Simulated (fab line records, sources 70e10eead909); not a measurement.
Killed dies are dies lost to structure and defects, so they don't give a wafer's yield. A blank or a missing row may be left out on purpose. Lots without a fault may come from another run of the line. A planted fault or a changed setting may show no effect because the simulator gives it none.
Chamber matching | flow nand_harc | NHARC_A_SLIT_DEP_23 on pecvd-04: 3 sister chambers
The step deposits SiON, target thk 100 nm. 6 wafers are shown with their chamber, then 10 later ones without.

WAFERS WITH THEIR CHAMBER
wafer  | chamber | showerhead_vpp_V (V) | heater_power_w (W)
L080.5 | 2       | 1185                 | 705
L081.3 | 2       | 1148                 | 645
L090.5 | 0       | 1314                 | 812
L090.6 | 1       | 1162                 | 734
L089.1 | 1       | 1151                 | 610
L089.4 | 0       | 1322                 | 698

WAFERS WITHOUT THEIR CHAMBER
wafer  | showerhead_vpp_V (V) | heater_power_w (W)
L089.5 | 1176                 | 690
L092.1 | 1144                 | 731
L092.3 | 1152                 | 731
L092.5 | 1134                 | 715
L093.2 | 1283                 | 854
L093.3 | 1157                 | 685
L093.6 | 1174                 | 599
L097.1 | 1316                 | 799
L097.2 | 1143                 | 748
L097.3 | 1137                 | 667

WHICH CHAMBER EACH WENT THROUGH
wafer  | from the rows above     | in truth
L089.5 | can't be placed: 2 or 1 | 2
L092.1 | can't be placed: 1 or 2 | 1
L092.3 | can't be placed: 1 or 2 | 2
L092.5 | can't be placed: 1 or 2 | 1
L093.2 | 0                       | 0
L093.3 | can't be placed: 1 or 2 | 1
L093.6 | can't be placed: 2 or 1 | 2
L097.1 | 0                       | 0
L097.2 | can't be placed: 1 or 2 | 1
L097.3 | can't be placed: 1 or 2 | 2
Placed correctly: 2 of 10. Can't be placed from these rows: 8 (the true chamber is among the candidates in 8). Placed wrongly: 0.
How it was worked out, from the rows above alone: a wafer's distance from a chamber is the root of the sum, over the readings, of the square of ((its reading less the chamber's mean) divided by the reading's scatter). The wafer belongs to the nearest chamber; if the next one is less than 2 further off, it can't be placed. A chamber's mean is the mean of its shown wafers. The scatter: the root of (the sum of the squares of (reading less its chamber's mean) over the shown wafers, divided by (wafers less chambers)).
